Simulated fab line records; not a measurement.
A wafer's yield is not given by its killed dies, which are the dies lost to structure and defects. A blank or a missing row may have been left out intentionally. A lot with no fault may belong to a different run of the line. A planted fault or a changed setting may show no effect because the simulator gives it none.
What tool caused it?    flow n5-finfet    Sampling: 13 lots, 32 wafers, 5 of 1938 route steps

WHAT THE GAUGES READ, wafer by wafer
N5_BEOL_M9_THK_MEAS_53: measures by xrf.
lot   measured      on             M9_THK (nm)
L843  day 9 21:17   film-metro-02  139 147
L844  day 10 01:20  film-metro-02  140 141 142
L848  day 10 22:01  film-metro-01  137 138 143
L851  day 11 12:10  film-metro-02  133 138 137
L854  day 12 02:35  film-metro-02  140 137
L855  day 13 06:59  film-metro-02  141 139 139
L857  day 13 21:01  film-metro-01  139 136 137
L860  day 14 01:17  film-metro-01  144 138
L859  day 14 19:59  film-metro-01  140 140 146
L862  day 16 02:26  film-metro-02  144 138 137
L865  day 16 08:00  film-metro-02  139 140
L866  day 17 07:31  film-metro-01  141 143
L864  day 17 21:41  film-metro-01  138

N5_BEOL_M10_INSPECT_13: inspects for defects (brightfield).
lot   measured      on                 raw-defect-count
L843  day 10 00:09  defect-inspect-01  434 444
L844  day 10 05:41  defect-inspect-02  447 402 462
L848  day 11 00:19  defect-inspect-02  360 314 273
L851  day 11 13:44  defect-inspect-02  327 522 324
L854  day 12 05:10  defect-inspect-01  314 218
L855  day 13 08:32  defect-inspect-02  250 309 478
L857  day 13 23:07  defect-inspect-01  378 318 288
L860  day 14 03:01  defect-inspect-01  240 295
L859  day 14 21:43  defect-inspect-02  469 553 348
L862  day 16 03:46  defect-inspect-01  378 462 457
L865  day 16 12:32  defect-inspect-02  1888 1932
L866  day 17 09:15  defect-inspect-02  2067 379
L864  day 17 23:15  defect-inspect-02  1795

WHICH TOOL RAN EACH LOT (tool, then ch and the chambers of the sampled wafers, then the start)
lot   N5_BEOL_M9_DEGAS_44           N5_BEOL_M9_CMP_52              N5_BEOL_M10_PECVD_70
L843  pvd-sputter-03, day 9 18:16   cmp-02 ch 2,3, day 9 21:02     pecvd-04 ch 0,2, day 9 22:07
L844  pvd-sputter-01, day 9 23:55   cmp-02 ch 0,1, day 10 01:02    pecvd-01 ch 0,1, day 10 02:10
L848  pvd-sputter-01, day 10 20:01  cmp-02 ch 0,3, day 10 21:44    pecvd-03 ch 1,2, day 10 22:51
L851  pvd-sputter-01, day 11 10:38  cmp-04 ch 1,2,3, day 11 11:52  pecvd-03 ch 0,2, day 11 12:59
L854  pvd-sputter-03, day 12 01:08  cmp-04 ch 2,3, day 12 02:20    pecvd-01 ch 0,2, day 12 03:25
L855  pvd-sputter-03, day 13 03:57  cmp-02 ch 0,1,3, day 13 06:44  pecvd-03 ch 0,1,2, day 13 07:49
L857  pvd-sputter-03, day 13 19:01  cmp-04 ch 1,2,3, day 13 20:43  pecvd-03 ch 0,2, day 13 21:50
L860  pvd-sputter-02, day 13 23:13  cmp-04 ch 1,3, day 14 01:02    pecvd-01 ch 1, day 14 02:08
L859  pvd-sputter-03, day 14 18:08  cmp-02 ch 0,1,2, day 14 19:44  pecvd-04 ch 0,2, day 14 20:49
L862  pvd-sputter-02, day 16 00:50  cmp-02 ch 0,2,3, day 16 02:15  pecvd-04 ch 1,2, day 16 03:16
L865  pvd-sputter-03, day 16 05:58  cmp-04 ch 1, day 16 07:45      pecvd-01 ch 1, day 16 08:50
L866  pvd-sputter-02, day 17 04:52  cmp-02 ch 0,2, day 17 07:20    pecvd-01 ch 0,1, day 17 08:20
L864  pvd-sputter-01, day 17 17:18  cmp-04 ch 3, day 17 21:23      pecvd-01 ch 1, day 17 22:31
- N5_BEOL_M9_DEGAS_44: time 60 s.
- N5_BEOL_M9_CMP_52: polishes, stops on SiCOH lowk, t overpolish 7 s, target thk 140 nm.
- N5_BEOL_M10_PECVD_70: deposits SiO2 from TEOS/O2, target thk 20 nm, time 22.7 s.

AS READ BY THE TOOLS THEMSELVES (means over the sampled wafers that have a number; for cases with no such wafer, the mark the record gives instead)
N5_BEOL_M9_DEGAS_44.
lot   tool            heater-power-w (W)
L843  pvd-sputter-03  362
L844  pvd-sputter-01  320
L848  pvd-sputter-01  317
L851  pvd-sputter-01  318
L854  pvd-sputter-03  364
L855  pvd-sputter-03  345
L857  pvd-sputter-03  352
L860  pvd-sputter-02  316
L859  pvd-sputter-03  343
L862  pvd-sputter-02  325
L865  pvd-sputter-03  394
L866  pvd-sputter-02  333
L864  pvd-sputter-01  320

N5_BEOL_M9_CMP_52.
lot   tool    barrier-field-endpoint-s (s)  head-pressure-psi (psi)  motor-current-A (A)  overpolish-run-s (s)  platen-rpm (rpm)  retaining-ring-pressure-frac  time-to-endpoint-s (s)
L843  cmp-02  29.1                          0.9997                   6.5                  6.999                 49.95             0.999                         68
L844  cmp-02  29.0                          1.0001                   6.5                  6.995                 50.00             1.002                         71
L848  cmp-02  29.5                          1.0013                   6.6                  6.997                 50.01             1.002                         69
L851  cmp-04  28.6                          0.9997                   5.5                  7.008                 50.00             0.998                         67
L854  cmp-04  29.6                          1.0008                   5.7                  6.994                 50.01             0.999                         66
L855  cmp-02  29.2                          1.0013                   6.3                  6.996                 49.97             1.004                         68
L857  cmp-04  29.1                          0.9997                   5.9                  7.000                 49.99             1.002                         64
L860  cmp-04  29.1                          0.9990                   5.5                  7.002                 50.01             1.000                         66
L859  cmp-02  29.8                          0.9991                   6.3                  7.006                 50.01             0.998                         69
L862  cmp-02  28.9                          1.0003                   6.4                  6.996                 50.02             1.000                         65
L865  cmp-04  28.6                          0.9994                   5.9                  7.002                 50.03             0.992                         68
L866  cmp-02  30.1                          1.0016                   6.3                  6.997                 49.97             0.996                         72
L864  cmp-04  27.9                          0.9995                   4.8                  6.996                 49.97             1.008                         64

N5_BEOL_M10_PECVD_70.
lot   tool      heater-power-outer-w (W)  heater-power-w (W)  showerhead-plenum-p-Torr (Torr)  throttle-valve-pct (%)
L843  pecvd-04  468                       780                 8.77                             23.5
L844  pecvd-01  393                       679                 8.81                             21.8
L848  pecvd-03  408                       660                 8.87                             22.3
L851  pecvd-03  387                       625                 8.84                             21.2
L854  pecvd-01  468                       768                 8.78                             21.8
L855  pecvd-03  398                       653                 8.87                             22.7
L857  pecvd-03  377                       612                 8.84                             21.3
L860  pecvd-01  413                       678                 8.86                             21.2
L859  pecvd-04  436                       744                 8.81                             23.4
L862  pecvd-04  386                       651                 8.80                             22.9
L865  pecvd-01  404                       656                 8.85                             21.4
L866  pecvd-01  446                       742                 8.79                             22.1
L864  pecvd-01  395                       647                 8.86                             21.4

THE ANSWER, worked out from the rows above alone
Rule: the lots themselves supply what counts as usual. Put in order of their means at a reading, lots are off if they are a third of the lots or fewer, leave a main group of 4 or more, and stand apart from it by a gap of 3 or more times the standard deviation of the main group's means; of several such gaps the widest counts. A main group whose means are all the same, to the digits that the tables above print for the reading, isn't used. Also off: a lot with no number at a reading for which 4 or more lots have one. All remaining lots with rows at the step are treated as sound. Order of review: gauges by route order, followed by the tools' own readings, for which a lot's mean as printed above is used. At the first step where some lot is off, the reading lying furthest off is the one used; lots without a number count as furthest.
Off: L865, L866, L864 (N5_BEOL_M10_INSPECT_13, raw-defect-count). For the main group the mean is 368 and the standard deviation 69.
If a tool, at a process step before that reading, ran all the lots that are off and no sound lot after the first of them, it fits. The gauges at N5_BEOL_M10_INSPECT_13 are tried like those tools. Undecided on this evidence; 2 tools fit (pecvd-01 at N5_BEOL_M10_PECVD_70, defect-inspect-02 at N5_BEOL_M10_INSPECT_13).

WHAT WAS PUT IN BY THE SIMULATOR
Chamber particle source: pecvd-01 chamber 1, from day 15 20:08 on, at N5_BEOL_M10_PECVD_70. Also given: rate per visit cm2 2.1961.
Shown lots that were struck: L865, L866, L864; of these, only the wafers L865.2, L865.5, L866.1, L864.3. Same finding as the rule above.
